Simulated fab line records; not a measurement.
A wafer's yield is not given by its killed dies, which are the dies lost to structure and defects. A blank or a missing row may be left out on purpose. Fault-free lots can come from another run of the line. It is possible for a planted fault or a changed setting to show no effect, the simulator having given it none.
Matching of chambers || flow n5_finfet || ald_metal-03 running N5_HKMG_FIN_ALD_91: 4 sister chambers
The step deposits TiN, target thk 1 nm, pulse time 1 s, purge time 3 s. 8 wafers are shown with their chamber, then 6 later ones without.

## WAFERS PAIRED WITH THEIR CHAMBERS
{"wafer": "L106.2", "chamber": 1, "heater_power_w (W)": 1034, "precursor_pulse_height_rel": 0.984}
{"wafer": "L106.6", "chamber": 0, "heater_power_w (W)": 721, "precursor_pulse_height_rel": 0.992}
{"wafer": "L108.1", "chamber": 0, "heater_power_w (W)": 727, "precursor_pulse_height_rel": 1.003}
{"wafer": "L108.5", "chamber": 1, "heater_power_w (W)": 1055, "precursor_pulse_height_rel": 0.986}
{"wafer": "L109.2", "chamber": 2, "heater_power_w (W)": 890, "precursor_pulse_height_rel": 0.996}
{"wafer": "L109.5", "chamber": 3, "heater_power_w (W)": 1027, "precursor_pulse_height_rel": 0.986}
{"wafer": "L113.3", "chamber": 3, "heater_power_w (W)": 1037, "precursor_pulse_height_rel": 0.995}
{"wafer": "L113.6", "chamber": 2, "heater_power_w (W)": 908, "precursor_pulse_height_rel": 1.013}

## WAFERS MISSING THEIR CHAMBER
{"wafer": "L119.1", "heater_power_w (W)": 741, "precursor_pulse_height_rel": 1.039}
{"wafer": "L119.4", "heater_power_w (W)": 1051, "precursor_pulse_height_rel": 1.012}
{"wafer": "L119.5", "heater_power_w (W)": 1025, "precursor_pulse_height_rel": 1.039}
{"wafer": "L120.1", "heater_power_w (W)": 1039, "precursor_pulse_height_rel": 1.002}
{"wafer": "L120.5", "heater_power_w (W)": 1031, "precursor_pulse_height_rel": 0.986}
{"wafer": "L120.6", "heater_power_w (W)": 889, "precursor_pulse_height_rel": 1.006}

## WHICH CHAMBER EACH ONE RAN IN
{"wafer": "L119.1", "from the rows above": 0, "in truth": 0}
{"wafer": "L119.4", "from the rows above": "can't be placed: 3 or 1", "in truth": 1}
{"wafer": "L119.5", "from the rows above": "can't be placed: 3 or 1", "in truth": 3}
{"wafer": "L120.1", "from the rows above": "can't be placed: 3 or 1", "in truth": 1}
{"wafer": "L120.5", "from the rows above": "can't be placed: 3 or 1", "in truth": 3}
{"wafer": "L120.6", "from the rows above": 2, "in truth": 2}
Correctly placed: 2 of 6. Not placeable from these rows: 4 (in 4, the candidates include the true chamber). Number placed wrongly: 0.
How it was worked out, from the rows above alone: a wafer's distance from a chamber is the root of the sum, over the readings, of the square of ((its reading less the chamber's mean) divided by the reading's scatter). The wafer belongs to the nearest chamber; if the next one is less than 2 further off, it can't be placed. A chamber's mean is the mean of its shown wafers. The scatter: the root of (the sum of the squares of (reading less its chamber's mean) over the shown wafers, divided by (wafers less chambers)).
